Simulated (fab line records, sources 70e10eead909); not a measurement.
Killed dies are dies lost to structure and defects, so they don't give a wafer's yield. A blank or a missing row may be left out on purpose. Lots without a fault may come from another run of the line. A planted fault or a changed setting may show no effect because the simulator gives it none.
fab line records | flow nand_harc
record lots=6 wafers=18 last_day=31
route steps=1302 shown P_CONTACT@249 P_M0@253
lots that met no fault: from a run of the same line without faults
start_h: hours from the record's first day to the start of the lot's first wafer shown | wait_h: hours since the lot's step before | " the same as in the row above | L1.1+2: a row that stands for several wafers | - no value, or no start given | * or withheld: withheld | < > ~ a bound
route shown NAME@n: a module of which the file shows steps, and the number in the route of the first | usual: mean/standard deviation of fault-free wafers | same: alike in all rows | chamber/n: place in a boat | sites: the reading at each site | _std_site: their standard deviation | _edge_site: outer sites' mean less inner sites' | radius_mm: how far each site lies from the wafer's centre | mask NAME#n: copy n | behind: the tool/chamber that last shaped the wafer | hold: why the lot was held/for how many hours/how that ended | device: the transistor (n, p or np) that didn't switch | end of line: the same wafers' tests at the end of the route | a step without rows: its recipe alone | killed: dies lost to structure and defects at the first sort, not the wafer's yield | map: a wafer's dies, x killed, . not, _ none there
set.NAME: the setting as run; set.NAME@STEP: as run at that earlier step | model.NAME: the simulator's own value behind a step, which no gauge read
lots at some steps of the route; a table a step, a row a wafer
services: from which hour (start_h, from the record's first day; less than 0 if before it) a tool's chamber was out of use, for how many hours, and why
## steps
# step NHARC_P_CONTACT_CMP_24
# recipe t_overpolish_s=30 target_thk_nm=200
# usual edge_zone_pressure_frac=0.999/0.0046 motor_current_A=12.5/1.2 overpolish_run_s=30.000/0.0094 time_to_endpoint_s=39.9/2.2
# columns lot.wafer tool chamber start_h wait_h edge_zone_pressure_frac motor_current_A overpolish_run_s time_to_endpoint_s
L325.3 cmp-03 2 184.11 0.3 0.994 11.1 30.005 42.3
L325.6 " 0 " " 1.006 13.1 30.000 39.8
L325.5 " 1 " " 0.996 13.2 30.009 43.2
L326.1 cmp-04 0 197.01 0.6 1.004 12.8 29.998 41.1
L326.5 " 0 " " 1.008 13.2 29.991 40.6
L326.6 " 1 " " 1.002 13.7 30.004 41.6
L327.2 cmp-04 2 204.82 0.6 0.983 12.2 29.996 40.7
L327.4 " 1 " " 0.999 12.9 29.996 38.7
L327.6 " 3 " " 1.001 12.7 30.003 37.4
L328.4 cmp-03 3 215.24 0.3 1.009 11.8 30.016 40.6
L328.1 " 0 " " 1.001 13.7 29.995 39.5
L328.2 " 2 " " 0.996 10.7 29.994 39.1
L336.1 cmp-03 1 286.10 0.6 0.998 13.5 30.005 38.9
L336.3 " 2 " " 0.997 11.0 30.010 38.7
L336.6 " 0 " " 0.992 13.8 30.002 40.4
L339.4 cmp-01 0 318.28 0.5 1.005 13.0 29.993 37.3
L339.5 " 3 " " 0.995 12.4 29.987 38.1
L339.6 " 0 " " 1.001 12.5 30.003 38.4
# step NHARC_P_CONTACT_SRD_26
# step NHARC_P_CONTACT_INSPECT_27
# usual raw_defect_count=257/88
# columns lot.wafer tool chamber start_h wait_h raw_defect_count
L325.3 defect_inspect-02 - 184.46 0.1 90
L325.5 " - " " 278
L325.6 " - " " 219
L326.1 defect_inspect-02 - 197.41 0.1 325
L326.5 " - " " 320
L326.6 " - " " 259
L327.2 defect_inspect-02 - 205.23 0.1 215
L327.4 " - " " 271
L327.6 " - " " 221
L328.1 defect_inspect-02 - 215.65 0.1 216
L328.2 " - " " 224
L328.4 " - " " 195
L336.1 defect_inspect-02 - 286.45 0.1 392
L336.3 " - " " 307
L336.6 " - " " 350
L339.4 defect_inspect-02 - 318.66 0.1 210
L339.5 " - " " 197
L339.6 " - " " 124
# step NHARC_P_M0_DEP_00
# recipe target_thk_a=1500 target_thk_nm=150 temp_c=withheld pressure_torr=5 flow_sccm=200 rf_w=600 material=SiOC
# step NHARC_P_M0_DEHYDRATE_01
# recipe temp_c=150 time_s=120
# step NHARC_P_M0_HMDS_02
# recipe time_s=30
# step NHARC_P_M0_COAT_33
# recipe temp_c=200 time_s=65
# step NHARC_P_M0_COAT_03
# recipe spin_rpm=1500 resist_thk_nm=90
# step NHARC_P_M0_SOFTBAKE_04
# recipe temp_c=105 time_s=55
# step NHARC_P_M0_EBR_05
# step NHARC_P_M0_EXPOSE_06
# recipe na=1.35 target_cd_nm=90 dose_mj=81.28 mask_id=P_M0
# step NHARC_P_M0_PEB_07
# recipe peb_temp_c=100 peb_time_s=65
# usual heater_power_total_W=156.6/0.42
# columns lot.wafer tool chamber start_h wait_h heater_power_total_W
L325.3 litho_track-04 0 185.15 0.0 157.1
L325.5 " 0 " " 157.2
L325.6 " 0 " " 156.6
L326.1 litho_track-04 0 198.24 0.1 157.0
L326.5 " 0 " " 156.6
L326.6 " 0 " " 156.3
L327.2 litho_track-01 0 206.05 0.1 156.0
L327.4 " 0 " " 156.7
L327.6 " 0 " " 156.3
L328.1 litho_track-04 0 216.47 0.1 157.0
L328.2 " 0 " " 156.9
L328.4 " 0 " " 156.8
L336.1 litho_track-01 0 287.27 0.1 185.9
L336.3 " 0 " " 157.0
L336.6 " 0 " " 184.6
L339.4 litho_track-01 0 319.74 0.0 156.8
L339.5 " 0 " " 156.1
L339.6 " 0 " " 185.9
# step NHARC_P_M0_DEVELOP_08
# recipe develop_time_s=35 dev_temp_c=23
# step NHARC_P_M0_CD_MEAS_09
# recipe target_cd_nm=90 landing_energy_ev=500
# usual cd_nm=90.0/0.64
# columns lot.wafer tool chamber start_h wait_h cd_nm
L325.3 cd_sem-03 0 185.23 - 91.2
L325.5 " 0 " " 90.9
L325.6 " 0 " " 90.5
L326.1 cd_sem-03 0 198.32 - 89.2
L326.5 " 0 " " 90.2
L326.6 " 0 " " 90.0
L327.2 cd_sem-02 0 206.13 - 90.1
L327.4 " 0 " " 90.5
L327.6 " 0 " " 90.6
L328.1 cd_sem-03 0 216.55 - 89.9
L328.2 " 0 " " 90.3
L328.4 " 0 " " 90.5
L336.1 cd_sem-01 0 287.35 - 78.1
L336.3 " 0 " " 89.3
L336.6 " 0 " " 77.3
L339.4 cd_sem-02 0 319.83 - 89.9
L339.5 " 0 " " 90.1
L339.6 " 0 " " 78.5
# step NHARC_P_M0_OVL_MEAS_10
# recipe pitch_nm=180
# usual overlay_x_nm=-0.3/0.95 overlay_y_nm=0.1/0.84
# columns lot.wafer tool chamber start_h wait_h overlay_x_nm overlay_y_nm
L325.3 overlay-02 - 185.32 - -1.3 0.6
L325.5 " - " " -1.2 0.5
L325.6 " - " " -1.6 0.4
L326.1 overlay-02 - 198.41 - 0.5 0.7
L326.5 " - " " 0.6 0.7
L326.6 " - " " 1.0 1.0
L327.2 overlay-02 - 206.22 - -0.2 -0.1
L327.4 " - " " 0.6 0.3
L327.6 " - " " 0.1 0.4
L328.1 overlay-02 - 216.64 - 0.5 1.2
L328.2 " - " " 0.9 0.8
L328.4 " - " " 0.6 1.4
L336.1 overlay-02 - 287.44 - -0.8 -0.8
L336.3 " - " " -0.7 -0.5
L336.6 " - " " -0.7 -0.7
L339.4 overlay-01 - 319.91 - -0.7 0.3
L339.5 " - " " -0.3 -0.2
L339.6 " - " " -0.5 -0.3
# step NHARC_P_M0_INSPECT_11
# usual raw_defect_count=3.9/2.7
# columns lot.wafer tool chamber start_h wait_h raw_defect_count
L325.3 defect_inspect-01 - 185.36 0.0 5
L325.5 " - " " 2
L325.6 " - " " 6
L326.1 defect_inspect-02 - 198.44 0.0 3
L326.5 " - " " 9
L326.6 " - " " 6
L327.2 defect_inspect-01 - 206.25 0.0 0
L327.4 " - " " 6
L327.6 " - " " 3
L328.1 defect_inspect-01 - 216.68 0.0 4
L328.2 " - " " 5
L328.4 " - " " 2
L336.1 defect_inspect-02 - 287.47 0.0 1
L336.3 " - " " 2
L336.6 " - " " 1
L339.4 defect_inspect-02 - 319.94 0.0 1
L339.5 " - " " 2
L339.6 " - " " 4
# step NHARC_P_M0_DESCUM_14
# recipe time_s=3 o2_flow_sccm=200 ar_flow_sccm=0 bias_power_w=0 chemistry=O2
# usual drypump_motor_current_A=5.6/0.53 oes_product_au=0.997/0.0084 rf_vpp_V=57.8/0.87 showerhead_plenum_p_Torr=1.91/0.11 throttle_valve_pct=11.310/0.01
# columns lot.wafer tool chamber start_h wait_h drypump_motor_current_A oes_product_au rf_hours_counter_h rf_vpp_V showerhead_plenum_p_Torr throttle_valve_pct model.P_M0.cd_nm
L325.3 rie_diel-08 0 185.74 0.4 4.8 1.018 48 56.9 1.76 11.313 90.65
L325.5 " 2 " " 6.3 1.004 - 58.8 1.94 11.317 90.46
L325.6 " 3 " " 5.9 0.994 - 58.6 1.82 11.313 90.39
L326.1 rie_diel-11 0 198.51 0.1 5.5 0.998 41 57.2 1.90 11.316 90.22
L326.6 " 3 " " 5.4 1.008 - 57.9 1.82 11.315 89.83
L326.5 " 0 " " 5.5 0.991 - 58.1 1.90 11.308 90.67
L327.2 rie_diel-04 0 206.31 0.1 4.9 0.997 2 56.7 2.04 11.310 89.54
L327.4 " 2 " " 5.7 1.006 2 56.4 1.88 11.312 90.46
L327.6 " 0 " " 4.9 1.006 - 59.5 2.04 11.304 90.43
L328.2 rie_diel-04 1 216.75 0.1 5.6 0.972 4 58.0 2.04 11.317 90.19
L328.1 " 2 " " 5.6 0.989 4 56.6 1.88 11.305 90.5
L328.4 " 3 " " 6.3 0.988 4 57.1 1.79 11.319 90.69
L336.3 rie_diel-04 3 287.54 0.1 6.3 0.979 15 57.2 1.78 11.319 89.41
L336.1 " 2 " " 5.6 0.984 14 58.4 1.87 11.334 78.05
L336.6 " 3 " " 6.3 0.983 - 55.6 1.78 11.303 77.61
L339.4 rie_diel-04 0 320.04 0.1 4.9 1.009 - 58.0 2.03 11.313 90.23
L339.5 " 2 " " 5.6 0.993 - 58.1 1.87 11.303 90.66
L339.6 " 3 " " 6.3 0.991 - 58.1 1.78 11.304 78.47
# step NHARC_P_M0_ETCH_34
# recipe target_depth_a=400 overetch_a=120 time_s=43.94 ion_energy_ev=200 n2_flow_sccm=150 h2_flow_sccm=150 ar_flow_sccm=0 rf_w=400 bias_w=150 chemistry=N2/H2
# usual drypump_motor_current_A=5.7/0.52 oes_product_au=0.995/0.0084 rf_vpp_V=430/3.3 showerhead_plenum_p_Torr=2.03/0.11 throttle_valve_pct=14.172/0.0082
# columns lot.wafer tool chamber start_h wait_h drypump_motor_current_A oes_product_au rf_hours_counter_h rf_vpp_V showerhead_plenum_p_Torr throttle_valve_pct
L325.3 rie_diel-08 0 185.82 0.1 4.9 1.000 48 425 1.88 14.190
L325.5 " 1 " " 5.7 0.995 - 428 1.92 14.165
L325.6 " 2 " " 6.3 1.002 - 432 2.07 14.175
L326.1 rie_diel-11 2 198.59 0.1 6.4 1.005 41 427 1.90 14.175
L326.5 " 1 " " 5.4 1.008 - 433 2.12 14.159
L326.6 " 2 " " 6.4 0.989 - 427 1.90 14.174
L327.4 rie_diel-04 1 206.40 0.1 5.6 0.990 2 434 2.18 14.174
L327.2 " 2 " " 5.6 0.984 2 430 2.00 14.178
L327.6 " 1 " " 5.6 0.991 - 435 2.18 14.182
L328.1 rie_diel-04 3 216.83 0.1 6.3 0.995 4 427 1.90 14.174
L328.2 " 0 " " 4.9 1.000 5 434 2.18 14.175
L328.4 " 2 " " 5.6 0.998 4 429 2.00 14.169
L336.3 rie_diel-04 3 287.64 0.1 6.3 0.993 15 425 1.90 14.186
L336.1 " 2 " " 5.7 0.991 14 430 2.00 14.169
L336.6 " 2 " " 5.6 0.986 - 429 2.00 14.184
L339.4 rie_diel-04 3 320.13 0.1 6.3 0.978 - 425 1.89 14.178
L339.5 " 0 " " 4.9 0.993 - 435 2.17 14.177
L339.6 " 2 " " 5.7 0.992 - 430 2.00 14.165
# step NHARC_P_M0_ETCH_15
# recipe target_depth_a=1500 overetch_a=150 time_s=82.5 c4f8_flow_sccm=withheld ar_flow_sccm=400 rf_w=600 bias_w=300 chemistry=C4F8/Ar
# usual oes_product_au=0.952/0.017 rf_vpp_V=441/3.3
# columns lot.wafer tool chamber start_h wait_h oes_product_au rf_hours_counter_h rf_vpp_V model.P_M0.cd_nm
L325.3 rie_diel-08 1 - - 0.927 56 438 90.48
L325.5 " 3 " " 0.929 - 439 90.44
L325.6 " 0 " " 0.918 - 436 90.1
L326.1 rie_diel-11 1 - - 0.924 30 443 89.79
L326.6 " 0 " " 0.922 - 439 89.67
L326.5 " 1 " " 0.927 - 444 90.51
L327.4 rie_diel-04 1 - - 0.942 2 445 90.14
L327.2 " 3 " " 0.968 2 436 89.16
L327.6 " 0 " " 0.952 - 445 89.97
L328.4 rie_diel-04 2 - - 0.978 4 439 90.87
L328.1 " 3 " " 0.974 4 438 90.47
L328.2 " 1 " " 0.949 4 445 90.51
L336.3 rie_diel-04 0 - - 0.969 16 444 89.05
L336.1 " 3 " " 0.954 15 437 77.86
L336.6 " 3 " " 0.949 - 437 77.39
L339.4 rie_diel-04 3 - - 0.954 - 436 90.19
L339.5 " 0 " " 0.962 - 445 90.86
L339.6 " 2 " " 0.961 - 438 78.5
# step NHARC_P_M0_CD_MEAS_16
# usual cd_nm=90.0/0.75
# columns lot.wafer tool chamber start_h wait_h cd_nm
L325.3 cd_sem-03 - 186.02 - 90.3
L325.5 " - " " 90.7
L325.6 " - " " 90.3
L326.1 cd_sem-03 - 198.80 - 89.6
L326.5 " - " " 90.6
L326.6 " - " " 89.8
L327.2 cd_sem-02 - 206.61 - 89.1
L327.4 " - " " 90.2
L327.6 " - " " 90.1
L328.1 cd_sem-03 - 217.04 - 90.5
L328.2 " - " " 90.6
L328.4 " - " " 90.8
L336.1 cd_sem-02 - 287.88 - 78.1
L336.3 " - " " 89.1
L336.6 " - " " 77.0
L339.4 cd_sem-01 - 320.35 - 90.4
L339.5 " - " " 90.9
L339.6 " - " " 78.6
## services
# columns tool chamber start_h hours kind
cmp-03 - 162.00 4.0 pm
rie_diel-08 0 171.81 4.1 repair
cmp-01 - 176.33 35.3 repair
rie_diel-04 - 177.90 9.0 pm
rie_diel-04 0 177.90 9.0 vent_cycle
rie_diel-04 2 191.57 1.8 repair
rie_diel-08 - 193.42 9.0 pm
litho_track-04 - 203.00 7.0 pm
rie_diel-08 - 203.79 0.5 repair
cmp-04 - 209.15 4.0 pm
cmp-01 - 211.64 4.0 pm
rie_diel-08 3 222.92 3.5 repair
rie_diel-08 0 227.95 4.6 repair
cmp-01 - 228.93 2.6 repair
rie_diel-04 1 232.68 6.2 repair
rie_diel-11 - 257.40 9.0 pm
cmp-03 - 260.00 4.0 pm
rie_diel-11 0 270.23 6.3 repair
cmp-03 - 280.12 0.2 repair
rie_diel-04 1 283.04 68.2 repair
cmp-01 - 295.30 4.5 repair
cmp-04 - 296.84 0.6 repair
cmp-04 - 307.15 4.0 pm
cmp-01 - 309.64 4.0 pm
## key
first_sign step=NHARC_P_M0_PEB_07 reading=heater_power_total_W direction=up sigmas=68 usual=* struck=*
effect step=NHARC_P_M0_CD_MEAS_09 reading=cd_nm direction=down sigmas=19 usual=90.0 struck=78.0
effect step=NHARC_P_M0_CD_MEAS_16 reading=cd_nm direction=down sigmas=16 usual=90.0 struck=77.9
model_effect step=NHARC_P_M0_DESCUM_14 value=P_M0.cd_nm without=89.67 struck=78.04
model_effect step=NHARC_P_M0_ETCH_15 value=P_M0.cd_nm without=89.54 struck=77.92
met_at NHARC_P_M0_PEB_07
struck_wafers L336.1,L336.6,L339.6
sort_left_out L336.1,L336.6,L339.6
onset_between 206.05 287.27
fault kind=process_parameter_drift tool=litho_track-01 chamber=- onset_h=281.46 steps=NHARC_P_M0_PEB_07 channel=peb_time_s offset=* shape=step end_h=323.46 scope=struck_wafers_only acts_in=* stated=*
# sort_left_out: the simulated sort isn't trusted on such a fault, so these wafers' sort isn't shown, and their yield isn't known
